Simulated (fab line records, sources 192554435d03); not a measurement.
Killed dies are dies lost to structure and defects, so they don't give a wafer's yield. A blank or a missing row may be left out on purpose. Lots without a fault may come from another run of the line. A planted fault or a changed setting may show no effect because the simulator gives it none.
fab line records | flow n5_finfet
record lots=7 wafers=39
route steps=1938 shown BEOL_M2@844 BEOL_M4@1037
start_h: hours from the record's first day to the start of the lot's first wafer shown | wait_h: hours since the lot's step before | " the same as in the row above | L1.1+2: a row that stands for several wafers | - no value, or no start given | * or withheld: withheld | < > ~ a bound
route shown NAME@n: a module of which the file shows steps, and the number in the route of the first | usual: mean/standard deviation of fault-free wafers | same: alike in all rows | chamber/n: place in a boat | sites: the reading at each site | _std_site: their standard deviation | _edge_site: outer sites' mean less inner sites' | radius_mm: how far each site lies from the wafer's centre | mask NAME#n: copy n | behind: the tool/chamber that last shaped the wafer | hold: why the lot was held/for how many hours/how that ended | device: the transistor (n, p or np) that didn't switch | end of line: the same wafers' tests at the end of the route | a step without rows: its recipe alone | killed: dies lost to structure and defects at the first sort, not the wafer's yield | map: a wafer's dies, x killed, . not, _ none there
set.NAME: the setting as run; set.NAME@STEP: as run at that earlier step | model.NAME: the simulator's own value behind a step, which no gauge read
lots whose settings were changed on purpose; a table a step, a row a wafer
## steps
# step N5_BEOL_M2_HM_DEP_02
# recipe material=TiN target_thk_a=200 temp_c=25 chamber_pressure_pa=0.49996
# columns lot.wafer tool chamber start_h wait_h set.target_thk_a model.TiN_of_BEOL_M2_HM_DEP_02.thk_nm
L074.1 pvd_sputter-02 - 228.40 0.8 200 19.8
L074.2+3+5 " - " " 200 20
L074.4+6 " - " " 200 20.2
L080.1 pvd_sputter-02 - 235.90 4.3 110.7 11
L080.2+5 " - " " 200 19.8
L080.3 " - " " 110.7 10.8
L080.4 " - " " 200 19.6
L080.6 " - " " 110.7 10.6
L086.2+6 pvd_sputter-03 - 261.74 2.5 200 20
L086.3 " - " " 200 20.2
L090.1+4+5 pvd_sputter-02 - 264.85 0.7 200 20.2
L090.2+3+6 " - " " 311.4 31.2
L093.1+3+6 pvd_sputter-01 - 271.15 2.5 200 20.2
L093.2 " - " " 231.7 23.4
L093.4 " - " " 231.7 23
L093.5 " - " " 231.7 23.2
L095.1+4+5 pvd_sputter-03 - 274.66 2.2 200 20
L095.2+3+6 " - " " 200 20.2
L097.1+5 pvd_sputter-01 - 297.88 0.4 80.87 8
L097.2 " - " " 200 19.8
L097.3+6 " - " " 200 20
L097.4 " - " " 80.87 7.8
# step N5_BEOL_M2_COAT_61
# recipe resist=SOC temp_c=250 time_s=60 spin_rpm=1500 resist_thk_nm=60
# step N5_BEOL_M2_COAT_62
# recipe resist=SiARC temp_c=220 time_s=60 spin_rpm=1500 resist_thk_nm=12
# step N5_BEOL_M2_STRIP_75
# recipe chemistry=N2/H2 temp_c=40 n2_flow_sccm=200 h2_flow_sccm=200 rf_frequency_hz=6e+07
# step N5_BEOL_M2_STRIP_66
# recipe chemistry=CF4 resist=SiARC power_w=300 bias_power_w=75 pressure_mtorr=50 cf4_flow_sccm=150 rf_frequency_hz=6e+07
# step N5_BEOL_M2_HM_OPEN_17
# recipe chemistry=Cl2/BCl3 target_depth_a=200 overetch_a=60 target=TiN mask_material=SOC ion_energy_ev=150 pressure_mtorr=10 icp_w=1000 bias_w=126 Cl2_flow_sccm=53.25 bcl3_flow_sccm=21.75 Ar_flow_sccm=25
# columns lot.wafer tool chamber start_h wait_h set.target_thk_a@BEOL_M2_HM_DEP_02 model.etch.depth_nm
L074.1 rie_metal-02 0 229.29 0.0 200 19.8
L074.2 " 1 " " 200 20.09
L074.3 " 1 " " 200 19.91
L074.4 " 0 " " 200 20.11
L074.5 " 1 " " 200 20.06
L074.6 " 0 " " 200 20.16
L080.1 rie_metal-02 1 236.67 0.0 110.7 10.91
L080.2 " 0 " " 200 19.76
L080.3 " 0 " " 110.7 10.72
L080.4 " 1 " " 200 19.65
L080.5 " 1 " " 200 19.8
L080.6 " 0 " " 110.7 10.55
L086.2 rie_metal-03 1 262.98 0.1 200 20.08
L086.3 " 1 " " 200 20.22
L086.6 " 1 " " 200 19.99
L090.1 rie_metal-02 1 265.94 0.0 200 20.25
L090.2 " 0 " " 311.4 26.25
L090.3 " 1 " " 311.4 25.71
L090.4 " 0 " " 200 20.11
L090.5 " 1 " " 200 20.14
L090.6 " 0 " " 311.4 25.85
L093.1 rie_metal-02 1 272.25 0.0 200 20.19
L093.2 " 0 " " 231.7 23.31
L093.3 " 1 " " 200 20.27
L093.4 " 0 " " 231.7 23.09
L093.5 " 0 " " 231.7 23.18
L093.6 " 1 " " 200 20.26
L095.1 rie_metal-03 1 275.43 0.0 200 20.09
L095.2 " 1 " " 200 20.27
L095.3 " 1 " " 200 20.21
L095.4 " 1 " " 200 20.03
L095.5 " 1 " " 200 20
L095.6 " 1 " " 200 20.12
L097.1 rie_metal-01 0 299.10 0.1 80.87 7.921
L097.2 " 1 " " 200 19.8
L097.3 " 0 " " 200 20.09
L097.4 " 1 " " 80.87 7.713
L097.5 " 0 " " 80.87 8.063
L097.6 " 1 " " 200 19.94
# step N5_BEOL_M2_TRENCH_ETCH_37
# recipe chemistry=C4F6/O2 target_depth_a=555.55 target=SiOC time_s=29.2 ion_energy_ev=250 pressure_mtorr=30 source_w=355 bias_w=185 Ar_flow_sccm=300 C4F6_flow_sccm=10 O2_flow_sccm=10
# columns lot.wafer tool chamber start_h wait_h set.target_depth_a model.BEOL_M2.feature_depth_nm model.etch.depth_nm
L074.1 rie_diel-02 1 - - 555.55 53.4 53.5
L074.2 " 2 " " 555.55 57.8 57.76
L074.3 " 3 " " 555.55 56.4 56.35
L074.4 " 0 " " 555.55 53.6 53.55
L074.5 " 2 " " 555.55 57.2 57.13
L074.6 " 3 " " 555.55 57 56.94
L080.1 rie_diel-02 2 - - 266 27.6 27.62
L080.2 " 3 " " 555.55 56.8 56.74
L080.3 " 1 " " 555.55 53.8 53.72
L080.4 " 0 " " 266 25.8 25.8
L080.5 " 1 " " 555.55 53.6 53.53
L080.6 " 0 " " 266 25.6 25.69
L086.2 rie_diel-02 3 - - 555.55 56.6 56.63
L086.3 " 1 " " 555.55 53.4 53.33
L086.6 " 0 " " 555.55 53.2 53.25
L090.1 rie_diel-03 1 - - 651.3 66.4 66.5
L090.2 " 3 " " 555.55 57.4 57.44
L090.3 " 0 " " 555.55 53.8 53.77
L090.4 " 2 " " 555.55 54.8 54.88
L090.5 " 1 " " 651.3 66.2 66.3
L090.6 " 2 " " 651.3 63.8 63.76
L093.1 rie_diel-03 1 - - 555.55 56.6 56.67
L093.2 " 0 " " 555.55 54.6 54.51
L093.3 " 2 " " 555.55 54.6 54.58
L093.4 " 3 " " 555.55 57.2 57.24
L093.5 " 0 " " 555.55 54.2 54.2
L093.6 " 3 " " 555.55 57.6 57.68
L095.1 rie_diel-03 3 - - 261.6 27 27.01
L095.2 " 2 " " 261.6 26 25.91
L095.3 " 0 " " 261.6 25.6 25.5
L095.4 " 1 " " 555.55 56 56
L095.5 " 1 " " 555.55 56.2 56.11
L095.6 " 2 " " 555.55 54.4 54.3
L097.1 rie_diel-02 0 - - 555.55 53.2 53.27
L097.2 " 3 " " 555.55 56.2 56.25
L097.3 " 2 " " 555.55 55.8 55.84
L097.4 " 1 " " 555.55 53.6 53.54
L097.5 " 3 " " 555.55 56 56.05
L097.6 " 2 " " 555.55 55.2 55.29
# step N5_BEOL_M2_ETCH_41
# recipe chemistry=CH3F/O2 target=SiCN target_depth_a=299 taper_deg=2 time_s=52.5 ion_energy_ev=120 mask_material=TiN pressure_mtorr=30 source_w=395 bias_w=75 Ar_flow_sccm=150 CH3F_flow_sccm=30 O2_flow_sccm=20
# step N5_BEOL_M2_STRIP_97
# recipe chemistry=N2/H2 time_s=10 power_w=450 temp_c=40 pressure_mtorr=20 rf_frequency_hz=6e+07 bias_power_w=7 n2_flow_sccm=200 h2_flow_sccm=200
# step N5_BEOL_M2_ECD_50
# recipe material=Cu target_thk_a=3000
# step N5_BEOL_M2_ANNEAL_51
# recipe temp_c=225 time_s=90 ambient=N2
# step N5_BEOL_M2_CMP_52
# recipe stop_on=SiOC t_overpolish_s=6.8 down_force_psi=1 platen_rpm=50 clearing_platen_down_force_psi=1.5 clearing_platen_rpm=50 post_cmp_clean=cu_alkaline target_thk_nm=40 clearing_platen_pad_velocity_m_s=0.99484 pad_velocity_m_s=0.99484
# columns lot.wafer tool chamber start_h wait_h set.target_depth_a@BEOL_M2_TRENCH_ETCH_37 model.Cu_of_BEOL_M2_ECD_50.thk_nm
L074.3 cmp-03 2 261.83 0.2 555.55 40.8
L074.2 " 3 " " 555.55 42.6
L074.4+1 " 0,1 " " 555.55 38.4
L074.6 " 2 " " 555.55 40.6
L074.5 " 3 " " 555.55 43.4
L080.3 cmp-03 2 271.40 0.2 555.55 39
L080.1 " 3 " " 266 12.6
L080.4 " 0 " " 266 11.2
L080.2 " 1 " " 555.55 43.2
L080.5 " 2 " " 555.55 37.6
L080.6 " 3 " " 266 10.2
L086.2 cmp-03 3 309.34 0.2 555.55 39.8
L086.3 " 0 " " 555.55 37.2
L086.6 " 3 " " 555.55 37.8
L090.2 cmp-03 3 315.83 0.2 555.55 41.2
L090.4+3 " 0,1 " " 555.55 38.2
L090.1 " 2 " " 651.3 50.4
L090.6 " 3 " " 651.3 48.2
L090.5 " 0 " " 651.3 50.2
L093.2 cmp-01 1 329.73 0.4 555.55 37.8
L093.3 " 2 " " 555.55 41.8
L093.1 " 3 " " 555.55 42.6
L093.4 " 0 " " 555.55 42
L093.6 " 1 " " 555.55 42.4
L093.5 " 2 " " 555.55 39.4
L095.4 cmp-03 0 338.81 0.1 555.55 39
L095.1 " 1 " " 261.6 12.8
L095.2 " 2 " " 261.6 10.4
L095.3 " 3 " " 261.6 9.6
L095.5 " 0 " " 555.55 39.2
L095.6 " 1 " " 555.55 38.8
L097.4 cmp-01 1 354.63 0.1 555.55 38.6
L097.1+6 " 2,1 " " 555.55 39.2
L097.3 " 3 " " 555.55 42.6
L097.2 " 0 " " 555.55 41.8
L097.5 " 2 " " 555.55 41
# step N5_BEOL_M2_THK_MEAS_53
# recipe thk_meas_gauge=xrf reads=Cu_of_BEOL_M2_ECD_50
# usual M2_THK=39.4/1.9
# columns lot.wafer tool chamber start_h wait_h set.target_depth_a@BEOL_M2_TRENCH_ETCH_37 M2_THK[nm]
L074.1 film_metro-02 - 262.12 - 555.55 38.0
L074.2 " - " " 555.55 42.4
L074.3 " - " " 555.55 40.6
L074.4 " - " " 555.55 38.2
L074.5 " - " " 555.55 43.0
L074.6 " - " " 555.55 40.3
L080.1 film_metro-01 - 271.70 - 266 12.3
L080.2 " - " " 555.55 42.4
L080.3 " - " " 555.55 38.0
L080.4 " - " " 266 11.1
L080.5 " - " " 555.55 36.7
L080.6 " - " " 266 9.9
L086.2 film_metro-01 - 309.64 - 555.55 39.4
L086.3 " - " " 555.55 36.6
L086.6 " - " " 555.55 37.4
L090.1 film_metro-01 - 316.12 - 651.3 49.6
L090.2 " - " " 555.55 -
L090.3 " - " " 555.55 -
L090.4 " - " " 555.55 38.0
L090.5 " - " " 651.3 49.6
L090.6 " - " " 651.3 -
L093.1 film_metro-01 - 330.03 - 555.55 42.1
L093.2 " - " " 555.55 37.2
L093.3 " - " " 555.55 41.1
L093.4 " - " " 555.55 41.6
L093.5 " - " " 555.55 38.8
L093.6 " - " " 555.55 41.9
L095.1 film_metro-02 - 339.10 - 261.6 12.6
L095.2 " - " " 261.6 10.2
L095.3 " - " " 261.6 9.5
L095.4 " - " " 555.55 38.2
L095.5 " - " " 555.55 38.4
L095.6 " - " " 555.55 38.0
L097.1 film_metro-01 - 354.93 - 555.55 39.1
L097.2 " - " " 555.55 41.5
L097.3 " - " " 555.55 42.3
L097.4 " - " " 555.55 38.4
L097.5 " - " " 555.55 40.8
L097.6 " - " " 555.55 39.0
# step N5_BEOL_M4_DESCUM_16
# recipe chemistry=O2 time_s=7 source_power_w=50 bias_power_w=20 pressure_mtorr=20 rf_frequency_hz=2.712e+07 temp_c=40 resist=CAR-EUV o2_flow_sccm=225
# columns lot.wafer tool chamber start_h wait_h set.time_s model.CAR-EUV_of_BEOL_M4_COAT_05.thk_nm
L074.1+3 rie_diel-02 2,1 283.09 0.0 7 26
L074.2 " 0 " " 7 26.2
L074.4+5+6 " 3,3,2 " " 8.994 25
L080.1+4+5 rie_diel-03 1,3,0 302.91 0.0 2.959 28.2
L080.2+6 " 0,1 " " 7 26.2
L080.3 " 2 " " 7 26
L086.2 rie_diel-06 2 337.61 0.3 7 26
L086.3+6 " 3,1 " " 7 26.2
L090.1+2+3+4+5 rie_diel-06 0,2,3,3,2 344.11 0.0 7 26
L090.6 " 0 " " 7 25.8
L093.1+4 rie_diel-02 1,3 380.05 0.3 7 26
L093.2 " 0 " " 7 26.2
L093.3+6 " 2,3 " " 8.929 25
L093.5 " 0 " " 8.929 25.2
L095.1 rie_diel-03 1 387.97 0.0 10.79 24.2
L095.2 " 0 " " 7 26.2
L095.3+6 " 3 " " 10.79 24
L095.4+5 " 2 " " 7 26
L097.1+2+5 rie_diel-02 1,3,0 399.42 0.2 4.999 27.2
L097.3+4 " 0,2 " " 7 26.2
L097.6 " 3 " " 7 26
# step N5_BEOL_M4_ETCH_74
# recipe chemistry=N2/H2 target=underlayer target_depth_a=65 mask_material=CAR-EUV time_s=5.2 ion_energy_ev=200 pressure_mtorr=30 source_w=840 bias_w=150 n2_flow_sccm=200 h2_flow_sccm=200 ends=cleared
# columns lot.wafer tool chamber start_h wait_h set.time_s@BEOL_M4_DESCUM_16 model.CAR-EUV_of_BEOL_M4_COAT_05.thk_nm
L074.1+2 rie_diel-02 2,0 283.13 0.0 7 20.4
L074.3 " 1 " " 7 20.2
L074.4+6 " 3,2 " " 8.994 19.2
L074.5 " 3 " " 8.994 19.4
L080.1+4+5 rie_diel-03 1,3,0 302.94 0.0 2.959 22.4
L080.2 " 0 " " 7 20.6
L080.3+6 " 2,1 " " 7 20.4
L086.2+3+6 rie_diel-06 2,3,1 337.65 0.0 7 20.4
L090.1+3+4+5+6 rie_diel-06 0,3,3,2,0 344.14 0.0 7 20.2
L090.2 " 2 " " 7 20.4
L093.1 rie_diel-02 1 380.09 0.0 7 20.2
L093.2+4 " 0,3 " " 7 20.4
L093.3+6 " 2,3 " " 8.929 19.2
L093.5 " 0 " " 8.929 19.4
L095.1+6 rie_diel-03 1,3 388.00 0.0 10.79 18.4
L095.2 " 0 " " 7 20.4
L095.3 " 3 " " 10.79 18.2
L095.4+5 " 2 " " 7 20.2
L097.1+2+5 rie_diel-02 1,3,0 399.45 0.0 4.999 21.4
L097.3+4+6 " 0,2,3 " " 7 20.4
## key
split step=N5_BEOL_M2_HM_DEP_02 setting=target_thk_a stated=200 by=wafer
response step=N5_BEOL_M2_HM_DEP_02 reading=model.TiN_of_BEOL_M2_HM_DEP_02.thk_nm change=+0.199 per=1% r=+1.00
response step=N5_BEOL_M2_HM_OPEN_17 reading=model.etch.depth_nm change=+0.167 per=1% r=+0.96
split step=N5_BEOL_M2_TRENCH_ETCH_37 setting=target_depth_a stated=555.55 by=wafer
response step=N5_BEOL_M2_TRENCH_ETCH_37 reading=model.BEOL_M2.feature_depth_nm change=+0.552 per=1% r=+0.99
response step=N5_BEOL_M2_TRENCH_ETCH_37 reading=model.etch.depth_nm change=+0.551 per=1% r=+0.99
response step=N5_BEOL_M2_CMP_52 reading=model.Cu_of_BEOL_M2_ECD_50.thk_nm change=+0.543 per=1% r=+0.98
response step=N5_BEOL_M2_THK_MEAS_53 reading=M2_THK change=+0.531 per=1% r=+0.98
split step=N5_BEOL_M4_DESCUM_16 setting=time_s stated=7 by=wafer
response step=N5_BEOL_M4_DESCUM_16 reading=model.CAR-EUV_of_BEOL_M4_COAT_05.thk_nm change=-0.0365 per=1% r=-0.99
response step=N5_BEOL_M4_ETCH_74 reading=model.CAR-EUV_of_BEOL_M4_COAT_05.thk_nm change=-0.0352 per=1% r=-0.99
